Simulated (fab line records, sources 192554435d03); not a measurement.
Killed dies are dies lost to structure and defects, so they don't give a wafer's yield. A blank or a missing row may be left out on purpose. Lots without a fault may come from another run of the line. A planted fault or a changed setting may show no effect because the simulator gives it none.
Split-lot experiment | flow n5_finfet | 7 lots, 21 wafers read, on a route of 1938 steps

THE SPLIT
At N5_BEOL_M13_COAT_65 (time 60 s, resist thk 350 nm), the setting spin_rpm was moved away from the recipe's 1500 rpm on 7 of the 21 wafers read, by -7.6% to +9.2%. The other wafers ran this setting at the recipe's value.

The reading is taken at the split's own step.

THE READING
SOC_of_BEOL_M13_COAT_65.thk_nm (the simulator's own value, which no gauge read), in nm, at N5_BEOL_M13_COAT_65 (time 60 s, resist thk 350 nm). The file gives no usual value for it. The 14 wafers here that ran the recipe average 349.7 nm, standard deviation 1.3 nm.

wafer  | tool, chamber at the split | spin_rpm as run, rpm | against the recipe | SOC_of_BEOL_M13_COAT_65.thk_nm, nm | against lot-mates on the recipe
L074.1 | litho_track-01, 0          | 1439                 | -4.1%              | 358.8                              | +8.0
L074.2 | litho_track-01, 0          | 1500                 | recipe             | 350.6                              | -
L074.3 | litho_track-01, 0          | 1500                 | recipe             | 351                                | -
L081.1 | litho_track-05, 0          | 1614                 | +7.6%              | 337.2                              | -12.0
L081.3 | litho_track-05, 0          | 1500                 | recipe             | 349.2                              | -
L081.4 | litho_track-05, 0          | 1614                 | +7.6%              | 337                                | -12.2
L086.3 | litho_track-01, 0          | 1500                 | recipe             | 350.6                              | -
L086.4 | litho_track-01, 0          | 1552                 | +3.5%              | 344.6                              | -5.3
L086.5 | litho_track-01, 0          | 1500                 | recipe             | 349.2                              | -
L090.1 | litho_track-02, 0          | 1500                 | recipe             | 347.2                              | -
L090.3 | litho_track-02, 0          | 1500                 | recipe             | 349                                | -
L090.4 | litho_track-02, 0          | 1500                 | recipe             | 346.6                              | -
L092.3 | litho_track-05, 0          | 1500                 | recipe             | 350                                | -
L092.5 | litho_track-05, 0          | 1500                 | recipe             | 349.8                              | -
L092.6 | litho_track-05, 0          | 1638                 | +9.2%              | 335.2                              | -14.7
L095.3 | litho_track-02, 0          | 1386                 | -7.6%              | 364                                | +12.8
L095.4 | litho_track-02, 0          | 1386                 | -7.6%              | 365.6                              | +14.4
L095.6 | litho_track-02, 0          | 1500                 | recipe             | 351.2                              | -
L096.1 | litho_track-05, 0          | 1500                 | recipe             | 349.8                              | -
L096.3 | litho_track-05, 0          | 1500                 | recipe             | 350.8                              | -
L096.4 | litho_track-05, 0          | 1500                 | recipe             | 351                                | -

THE FIT
A straight line over all 21 wafers: SOC_of_BEOL_M13_COAT_65.thk_nm changes by -1.78 nm for each +1% of spin_rpm; r = -0.98; the points scatter about the line by 1.4 nm.
The same after taking each lot's own level away (the mean of its wafers on the recipe; 21 wafers): -1.68 nm for each +1%; r = -1.00; scatter 0.7 nm.
On that fit, the largest move of spin_rpm shifts the reading by 15 nm.
The lots' own levels span 347.60 to 351.20 nm, that is 2.7 times the standard deviation above.
So the lot-to-lot level changes the slope little: the two slopes agree.
Check: with one of the wafers moved furthest among these (+9.2%) left out of the fit, the line predicts -15.4 nm for it against its lot-mates. It came out at -14.7 nm against them.

OTHER SPLITS ON THESE WAFERS
These wafers also went through other splits before the reading. Each is held against what the fit with the lots' levels taken away leaves over:
other split on the same wafers    | wafers away from the commonest value | r with SOC_of_BEOL_M13_COAT_65.thk_nm (lot level and that fit taken away)
N5_BEOL_M10_ILD_DEP_00 temp_c     | 8                                    | +0.06
N5_BEOL_M11_COAT_63 spin_rpm      | 7                                    | -0.34
N5_BEOL_M11_EXPOSE_25 dose_mj     | 8                                    | -0.15
N5_BEOL_M11_ETCH_66 time_s        | 6                                    | -0.11
N5_BEOL_M11_TRENCH_ETCH_37 time_s | 8                                    | -0.04

THE FILE'S OWN FIT
SOC_of_BEOL_M13_COAT_65.thk_nm changes by -1.67 nm for each +1% of spin_rpm, r = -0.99.
